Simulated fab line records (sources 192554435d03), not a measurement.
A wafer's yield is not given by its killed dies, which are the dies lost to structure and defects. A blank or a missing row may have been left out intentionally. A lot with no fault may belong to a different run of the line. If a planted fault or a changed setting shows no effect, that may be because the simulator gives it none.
Comparing a struck lot with a sound one :: flow n5_finfet :: 37 steps out of a route of 1938
Sound: the wafers L773.3, L773.5, L773.6. Wafers L767.1, L767.3, L767.5 were the ones struck. The cause is given at the end.
At each step with rows: each side's tool, then ch and its chambers, then its first start. Under that, the readings that differ: sound wafers :: struck wafers :: difference of the means :: sigmas: that difference in standard deviations of wafers without a fault.
alike: readings with means less than 2 such deviations apart, plus words and numbers identical on both sides. not compared: withheld readings, readings lacking a value on some wafer, bounds such as >300 that could conceal the same value, and numbers that have no deviation in the record and whose values overlap.
A row with sigmas, a row that says differs or no value, or rows on one side alone: a step with any of these is where the two part. Numbers that have no deviation but don't overlap get no sigmas and don't part them. A reading that every wafer of one side lacks parts them only if that side has two wafers or more.

first, 9 steps without rows for these wafers: N5_PASSIVATION_DESCUM_12 (chemistry O2, time 7.9 s); N5_PASSIVATION_PASS_ETCH_74 (etches SiNx in CF4/O2, target depth 220 nm, time 110 s); N5_PASSIVATION_VIA_ETCH_13 (etches SiO2 in CHF3/O2, target depth 660 nm, time 330 s); N5_PASSIVATION_STRIP_14 (strips in O2); N5_PASSIVATION_ETCH_15 (etches SiCN in CF4/N2, target depth 75 nm, time 81.2 s); N5_PASSIVATION_STRIP_73 (strips in post etch residue remover, time 60 s); N5_PASSIVATION_SRD_17 (time 30 s, dry time 30 s); N5_PASSIVATION_DEGAS_18 (time 60 s); N5_PASSIVATION_PRE_CLEAN_19.
N5_PASSIVATION_SPUTTER_20: material TaN, target thk 50 nm.
  sound: pvd_sputter-03 at day 20 13:19; struck: pvd_sputter-01 at day 18 20:13
  alike: chamber_pressure_pa, throttle_valve_pct
then, 26 steps without rows for these wafers: N5_PASSIVATION_AL_DEP_21 (deposits Al, target thk 2800 nm, time 170 s); N5_PASSIVATION_HMDS_23 (time 60 s); N5_PASSIVATION_COAT_24; N5_PASSIVATION_EBR_26; N5_PASSIVATION_SOFTBAKE_25 (time 90 s); N5_PASSIVATION_EXPOSE_27 (exposes mask PAD, defocus 0 nm); N5_PASSIVATION_PEB_28; N5_PASSIVATION_DEVELOP_29 (develop time 60 s); N5_PASSIVATION_HARDBAKE_31 (time 120 s); N5_PASSIVATION_DESCUM_32 (chemistry O2, time 7.9 s); N5_PASSIVATION_AL_ETCH_33 (etches Al in Cl2/BCl3, stops on TaN, target depth 2800 nm, time 466.7 s); N5_PASSIVATION_ETCH_59 (etches TaN in Cl2/BCl3, target depth 65 nm, time 34.9 s); N5_PASSIVATION_STRIP_34 (strips in O2); N5_PASSIVATION_STRIP_51 (strips in post etch residue remover, time 1200 s); N5_PASSIVATION_CLEAN_69 (cleans in IPA, time 180 s); N5_PASSIVATION_SRD_70 (time 30 s); N5_PASSIVATION_PECVD_53 (deposits SiO2 from TEOS/O2, target thk 800 nm, time 169.4 s); N5_PASSIVATION_PECVD_35 (deposits SiNx from SiH4/NH3/N2, target thk 700 nm, time 151.3 s); N5_PASSIVATION_HMDS_37 (time 60 s); N5_PASSIVATION_COAT_38; N5_PASSIVATION_EBR_40; N5_PASSIVATION_SOFTBAKE_39 (time 120 s); N5_PASSIVATION_EXPOSE_41 (exposes mask PASS OPEN, defocus 0 nm, target cd 40000 nm); N5_PASSIVATION_PEB_42; N5_PASSIVATION_DEVELOP_43 (develop time 60 s); N5_PASSIVATION_HARDBAKE_45 (time 120 s).
N5_PASSIVATION_PROBE_49:
  record: rows for the struck wafers here (prober-02, day 19 02:40), none for the sound ones

## WHERE THEY PART
Only at N5_PASSIVATION_PROBE_49, within this record.

WHY: what had been put in by the simulator
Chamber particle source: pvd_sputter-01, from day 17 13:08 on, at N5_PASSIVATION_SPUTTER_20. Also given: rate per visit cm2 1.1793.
